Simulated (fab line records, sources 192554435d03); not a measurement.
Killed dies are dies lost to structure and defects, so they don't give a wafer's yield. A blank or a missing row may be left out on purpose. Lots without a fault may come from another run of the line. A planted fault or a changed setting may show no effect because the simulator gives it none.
Which tool did it? | flow n5_finfet | 24 lots, 72 wafers sampled, at 6 steps of a route of 1938

WHAT THE GAUGES READ, wafer by wafer
N5_ILD0_THK_MEAS_04.
lot  | measured    | on            | thk_nm (nm)
L074 | day 3 11:55 | film_metro-02 | 195.4 195.9 195.9
L075 | day 3 22:23 | film_metro-01 | 194.0 194.8 195.3
L076 | day 4 04:16 | film_metro-01 | 198.1 195.9 195.7
L077 | day 4 09:20 | film_metro-02 | 197.4 198.8 196.1
L078 | day 4 16:53 | film_metro-02 | 198.6 197.9 197.4
L079 | day 4 19:02 | film_metro-02 | 196.0 196.1 196.2
L080 | day 5 01:21 | film_metro-01 | 198.8 196.4 198.9
L081 | day 5 09:59 | film_metro-01 | 197.2 198.0 198.4
L082 | day 5 14:40 | film_metro-02 | 196.1 198.8 197.8
L083 | day 5 20:04 | film_metro-02 | 197.2 198.2 198.1
L084 | day 6 02:10 | film_metro-02 | 197.5 197.5 199.8
L085 | day 6 10:16 | film_metro-01 | 197.3 198.2 194.2
L086 | day 6 17:40 | film_metro-02 | 197.8 199.9 199.1
L087 | day 6 19:59 | film_metro-01 | 196.7 197.1 195.5
L088 | day 7 02:26 | film_metro-01 | 194.8 194.8 197.7
L089 | day 7 07:49 | film_metro-01 | 198.0 194.6 196.2
L090 | day 7 12:55 | film_metro-01 | 197.7 197.9 196.9
L091 | day 7 19:27 | film_metro-01 | 198.2 198.1 196.5
L092 | day 8 00:36 | film_metro-01 | 198.5 197.8 197.9
L093 | day 8 10:50 | film_metro-02 | 198.6 198.0 196.3
L094 | day 8 14:09 | film_metro-01 | 198.2 196.7 195.8
L095 | day 8 20:24 | film_metro-02 | 195.7 197.9 197.0
L096 | day 9 03:30 | film_metro-02 | 198.2 195.9 198.2
L097 | day 9 05:26 | film_metro-02 | 198.9 197.3 198.0

N5_ILD0_THK_MEAS_13.
lot  | measured    | on            | thk_nm (nm)
L074 | day 3 15:28 | film_metro-01 | 19.7 15.5 15.7
L075 | day 4 01:55 | film_metro-01 | 15.5 16.1 15.9
L076 | day 4 08:14 | film_metro-02 | 19.1 18.0 16.9
L077 | day 4 13:01 | film_metro-02 | 15.7 17.7 18.8
L078 | day 4 20:32 | film_metro-01 | 17.7 16.0 15.4
L079 | day 4 22:50 | film_metro-02 | 19.3 16.2 19.0
L080 | day 5 04:58 | film_metro-02 | 18.8 19.1 18.0
L081 | day 5 13:32 | film_metro-01 | 18.2 16.3 17.3
L082 | day 5 18:13 | film_metro-01 | 17.5 15.5 15.2
L083 | day 6 00:43 | film_metro-02 | 20.1 16.1 17.1
L084 | day 6 05:43 | film_metro-02 | 18.2 17.6 18.5
L085 | day 6 13:47 | film_metro-01 | 17.4 19.2 14.9
L086 | day 6 21:20 | film_metro-01 | 16.5 17.8 18.2
L087 | day 6 23:31 | film_metro-01 | 15.6 15.7 17.5
L088 | day 7 06:02 | film_metro-02 | 18.1 15.6 15.3
L089 | day 7 11:24 | film_metro-01 | 18.9 18.3 15.9
L090 | day 7 16:49 | film_metro-01 | 16.9 16.6 18.5
L091 | day 7 22:59 | film_metro-01 | 18.7 16.1 16.8
L092 | day 8 04:08 | film_metro-02 | 18.9 16.9 17.4
L093 | day 8 14:36 | film_metro-02 | 15.0 20.6 15.7
L094 | day 8 17:43 | film_metro-02 | 17.5 18.5 17.8
L095 | day 9 00:04 | film_metro-02 | 18.4 20.2 18.7
L096 | day 9 07:11 | film_metro-02 | 17.6 17.5 20.0
L097 | day 9 08:58 | film_metro-01 | 18.0 18.7 18.4

N5_SDB_CD_MEAS_11: target cd 50 nm.
lot  | measured    | on        | cd_nm (nm)
L074 | day 3 15:58 | cd_sem-03 | 49.9 50.3 50.4
L075 | day 4 02:19 | cd_sem-01 | 52.2 50.5 49.3
L076 | day 4 08:38 | cd_sem-03 | 47.7 49.8 46.8
L077 | day 4 13:31 | cd_sem-03 | 51.1 51.5 50.2
L078 | day 4 21:03 | cd_sem-02 | 51.3 51.7 51.9
L079 | day 4 23:14 | cd_sem-02 | 50.3 50.2 48.1
L080 | day 5 05:23 | cd_sem-01 | 48.2 50.9 48.6
L081 | day 5 14:02 | cd_sem-01 | 50.9 51.0 49.8
L082 | day 5 18:36 | cd_sem-02 | 50.5 49.4 48.5
L083 | day 6 01:14 | cd_sem-02 | 49.6 49.8 50.5
L084 | day 6 06:13 | cd_sem-03 | 48.3 49.7 49.1
L085 | day 6 14:20 | cd_sem-03 | 48.6 48.6 48.2
L086 | day 6 21:45 | cd_sem-02 | 51.0 51.1 49.9
L087 | day 7 00:01 | cd_sem-03 | 48.4 50.6 50.7
L088 | day 7 06:33 | cd_sem-01 | 46.9 48.8 48.9
L089 | day 7 11:55 | cd_sem-01 | 49.0 49.3 51.4
L090 | day 7 17:14 | cd_sem-01 | 51.0 47.8 47.8
L091 | day 7 23:30 | cd_sem-03 | 50.2 50.9 50.9
L092 | day 8 04:39 | cd_sem-02 | 50.2 49.1 50.9
L093 | day 8 14:59 | cd_sem-02 | 51.5 49.0 50.1
L094 | day 8 18:14 | cd_sem-01 | 50.8 48.7 49.1
L095 | day 9 00:34 | cd_sem-02 | 51.0 49.6 49.8
L096 | day 9 07:34 | cd_sem-01 | 50.1 49.4 51.0
L097 | day 9 09:29 | cd_sem-01 | 49.1 52.1 50.3

N5_SDB_OVL_MEAS_12.
lot  | measured    | on         | SDB_OVL (nm)
L074 | day 3 16:00 | overlay-01 | -0.9 -1.9 -1.9
L075 | day 4 02:20 | overlay-01 | 1.0 1.1 -0.4
L076 | day 4 08:39 | overlay-02 | 0.2 0.5 0.3
L077 | day 4 13:33 | overlay-02 | 0.3 -1.2 0.8
L078 | day 4 21:05 | overlay-02 | -0.3 -0.7 -0.6
L079 | day 4 23:16 | overlay-02 | -1.9 -1.6 -1.9
L080 | day 5 05:25 | overlay-02 | -0.5 0.1 -1.1
L081 | day 5 14:04 | overlay-02 | -0.2 -0.9 0.2
L082 | day 5 18:38 | overlay-02 | 0.1 1.0 0.8
L083 | day 6 01:16 | overlay-02 | -0.2 -0.9 -0.3
L084 | day 6 06:15 | overlay-02 | 0.5 0.3 0.6
L085 | day 6 14:22 | overlay-01 | -2.2 -0.9 -1.9
L086 | day 6 21:47 | overlay-02 | -1.3 -0.8 -0.9
L087 | day 7 00:04 | overlay-02 | -2.0 -1.0 -1.4
L088 | day 7 06:35 | overlay-02 | -1.2 -0.8 0.2
L089 | day 7 11:56 | overlay-02 | -0.3 -0.1 -1.0
L090 | day 7 17:16 | overlay-02 | -0.2 -0.1 -1.4
L091 | day 7 23:32 | overlay-01 | 0.7 0.2 0.8
L092 | day 8 04:41 | overlay-01 | 1.3 1.2 0.7
L093 | day 8 15:01 | overlay-02 | 0.1 1.1 -1.0
L094 | day 8 18:16 | overlay-01 | -0.4 -0.4 -0.4
L095 | day 9 00:36 | overlay-02 | 0.4 0.6 0.1
L096 | day 9 07:36 | overlay-01 | -1.6 -0.8 -1.1
L097 | day 9 09:31 | overlay-02 | -0.9 0.3 0.2

WHICH TOOL RAN EACH LOT (tool, then ch and the chambers of the sampled wafers, then the start)
lot  | N5_SD_ACTIVATION_RTA_00         | N5_ILD0_LINER_00
L074 | rtp_anneal-02 ch 0, day 3 08:30 | ald_sin-02 ch 0,2,3, day 3 09:16
L075 | rtp_anneal-01 ch 0, day 3 18:59 | ald_sin-03 ch 1,3, day 3 19:43
L076 | rtp_anneal-01 ch 0, day 4 00:24 | ald_sin-03 ch 1,3, day 4 01:36
L077 | rtp_anneal-02 ch 0, day 4 05:55 | ald_sin-01 ch 0,2, day 4 06:40
L078 | rtp_anneal-02 ch 0, day 4 12:37 | ald_sin-03 ch 1,2, day 4 14:13
L079 | rtp_anneal-01 ch 0, day 4 15:35 | ald_sin-01 ch 0,2,3, day 4 16:21
L080 | rtp_anneal-02 ch 0, day 4 21:56 | ald_sin-03 ch 1,2, day 4 22:42
L081 | rtp_anneal-02 ch 0, day 5 06:29 | ald_sin-02 ch 0,1,2, day 5 07:20
L082 | rtp_anneal-01 ch 0, day 5 11:00 | ald_sin-01 ch 1,3, day 5 12:01
L083 | rtp_anneal-02 ch 0, day 5 15:56 | ald_sin-02 ch 0,3, day 5 17:25
L084 | rtp_anneal-01 ch 0, day 5 22:38 | ald_sin-02 ch 0,1,3, day 5 23:30
L085 | rtp_anneal-02 ch 0, day 6 06:49 | ald_sin-02 ch 0,1, day 6 07:36
L086 | rtp_anneal-02 ch 0, day 6 14:14 | ald_sin-01 ch 1,2, day 6 14:59
L087 | rtp_anneal-01 ch 0, day 6 16:33 | ald_sin-01 ch 0,1,3, day 6 17:19
L088 | rtp_anneal-01 ch 0, day 6 22:48 | ald_sin-03 ch 1,2, day 6 23:46
L089 | rtp_anneal-02 ch 0, day 7 04:23 | ald_sin-01 ch 0,1,2, day 7 05:09
L090 | rtp_anneal-02 ch 0, day 7 09:23 | ald_sin-03 ch 2,3, day 7 10:13
L091 | rtp_anneal-02 ch 0, day 7 16:01 | ald_sin-02 ch 1,2, day 7 16:47
L092 | rtp_anneal-01 ch 0, day 7 21:10 | ald_sin-01 ch 1,2,3, day 7 21:55
L093 | rtp_anneal-02 ch 0, day 8 07:07 | ald_sin-02 ch 0,2,3, day 8 08:08
L094 | rtp_anneal-02 ch 0, day 8 10:45 | ald_sin-03 ch 1,2, day 8 11:29
L095 | rtp_anneal-02 ch 0, day 8 16:26 | ald_sin-02 ch 1,2, day 8 17:23
L096 | rtp_anneal-02 ch 0, day 8 23:45 | ald_sin-01 ch 0,1,3, day 9 00:29
L097 | rtp_anneal-01 ch 0, day 9 01:47 | ald_sin-02 ch 2,3, day 9 02:33
- N5_SD_ACTIVATION_RTA_00: time 0 s.
- N5_ILD0_LINER_00: material SiNx, target thk 4 nm, pulse time 1 s, purge time 2 s.

WHAT THE TOOLS THEMSELVES READ (means of the sampled wafers that have a number; where no wafer has one, the mark that the record gives instead)
N5_SD_ACTIVATION_RTA_00.
lot  | tool          | lamp_power_pct (%) | wafer_temp_C_max
L074 | rtp_anneal-02 | 8.98               | 974.8
L075 | rtp_anneal-01 | 8.96               | 975.3
L076 | rtp_anneal-01 | 8.99               | 974.9
L077 | rtp_anneal-02 | 8.96               | 975.3
L078 | rtp_anneal-02 | 8.95               | 973.4
L079 | rtp_anneal-01 | 8.93               | 975.9
L080 | rtp_anneal-02 | 8.93               | 977.0
L081 | rtp_anneal-02 | 8.97               | 975.2
L082 | rtp_anneal-01 | 8.89               | 976.2
L083 | rtp_anneal-02 | 8.95               | 974.1
L084 | rtp_anneal-01 | 8.93               | 976.3
L085 | rtp_anneal-02 | 8.95               | 974.0
L086 | rtp_anneal-02 | 8.99               | 975.5
L087 | rtp_anneal-01 | 8.97               | 974.3
L088 | rtp_anneal-01 | 8.92               | 974.5
L089 | rtp_anneal-02 | 8.95               | 973.3
L090 | rtp_anneal-02 | 8.92               | 975.5
L091 | rtp_anneal-02 | 8.92               | 977.1
L092 | rtp_anneal-01 | 8.97               | 973.6
L093 | rtp_anneal-02 | 8.93               | 976.0
L094 | rtp_anneal-02 | 8.96               | 973.8
L095 | rtp_anneal-02 | 8.97               | 976.5
L096 | rtp_anneal-02 | 8.98               | 976.0
L097 | rtp_anneal-01 | 8.99               | 975.9

N5_ILD0_LINER_00.
lot  | tool       | heater_power_w (W) | precursor_pulse_height_rel
L074 | ald_sin-02 | 819                | 1.022
L075 | ald_sin-03 | 749                | 1.014
L076 | ald_sin-03 | 751                | 1.009
L077 | ald_sin-01 | 969                | 0.978
L078 | ald_sin-03 | 742                | 1.020
L079 | ald_sin-01 | 895                | 1.017
L080 | ald_sin-03 | 717                | 1.002
L081 | ald_sin-02 | 822                | 0.995
L082 | ald_sin-01 | 895                | 1.012
L083 | ald_sin-02 | 897                | 1.009
L084 | ald_sin-02 | 854                | 0.997
L085 | ald_sin-02 | 929                | 1.006
L086 | ald_sin-01 | 987                | 0.999
L087 | ald_sin-01 | 849                | 0.997
L088 | ald_sin-03 | 711                | 1.025
L089 | ald_sin-01 | 930                | 0.997
L090 | ald_sin-03 | 839                | 0.994
L091 | ald_sin-02 | 780                | 1.005
L092 | ald_sin-01 | 956                | 1.022
L093 | ald_sin-02 | 809                | 1.011
L094 | ald_sin-03 | 732                | 1.005
L095 | ald_sin-02 | 750                | 0.977
L096 | ald_sin-01 | 814                | 1.004
L097 | ald_sin-02 | 721                | 1.014

THE ANSWER, worked out from the rows above alone
Rule: what is usual is taken from the lots themselves. Put in order of their means at a reading, lots are off if they are a third of the lots or fewer, leave a main group of 4 or more, and stand apart from it by a gap of 3 or more times the standard deviation of the main group's means; of several such gaps the widest counts. A main group whose means are all the same, to the digits that the tables above print for the reading, isn't used. A lot without any number at a reading at which 4 lots or more have one is off too. The other lots that the step has rows for count as sound. The gauges are gone through in route order, then the tools' own readings, and for those a lot's mean is taken as printed above. The first step at which some lot is off is used, and at that step the reading that is off furthest; a lot without a number counts as furthest.
No lot is off at any reading shown: from this, nothing can be told.

WHAT THE SIMULATOR HAD PUT IN
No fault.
